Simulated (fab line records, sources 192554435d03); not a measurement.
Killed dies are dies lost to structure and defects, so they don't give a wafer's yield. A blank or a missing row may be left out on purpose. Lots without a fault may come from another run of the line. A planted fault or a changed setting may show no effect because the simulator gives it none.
Chamber matching | flow n5_finfet | N5_BEOL_M3_ILD_DEP_00 on pecvd-03: 3 sister chambers
The step deposits SiOC from DEMS/O2, target thk 79 nm, time 15.3 s. 6 wafers are shown with their chamber, then 8 later ones without.

WAFERS WITH THEIR CHAMBER
wafer  | chamber | throttle_valve_pct (%) | heater_power_w (W)
L082.2 | 2       | 11.4                   | 516
L082.6 | 2       | 11.0                   | 522
L085.1 | 0       | 12.3                   | 468
L085.4 | 0       | 12.3                   | 468
L085.5 | 1       | 12.1                   | 425
L088.1 | 1       | 12.3                   | 518

WAFERS WITHOUT THEIR CHAMBER
wafer  | throttle_valve_pct (%) | heater_power_w (W)
L088.3 | 12.6                   | 404
L088.4 | 12.1                   | 401
L094.2 | 12.1                   | 442
L094.3 | 11.4                   | 498
L094.6 | 12.1                   | 451
L096.3 | 11.3                   | 509
L096.4 | 11.7                   | 502
L096.6 | 12.1                   | 456

WHICH CHAMBER EACH WENT THROUGH
wafer  | from the rows above          | in truth
L088.3 | can't be placed: 0 or 1      | 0
L088.4 | can't be placed: 1 or 0      | 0
L094.2 | can't be placed: 1 or 0      | 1
L094.3 | 2                            | 2
L094.6 | can't be placed: 1 or 0      | 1
L096.3 | 2                            | 2
L096.4 | can't be placed: 2 or 1 or 0 | 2
L096.6 | can't be placed: 1 or 0      | 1
Placed correctly: 2 of 8. Can't be placed from these rows: 6 (the true chamber is among the candidates in 6). Placed wrongly: 0.
How it was worked out, from the rows above alone: a wafer's distance from a chamber is the root of the sum, over the readings, of the square of ((its reading less the chamber's mean) divided by the reading's scatter). The wafer belongs to the nearest chamber; if the next one is less than 2 further off, it can't be placed. A chamber's mean is the mean of its shown wafers. The scatter: the root of (the sum of the squares of (reading less its chamber's mean) over the shown wafers, divided by (wafers less chambers)).
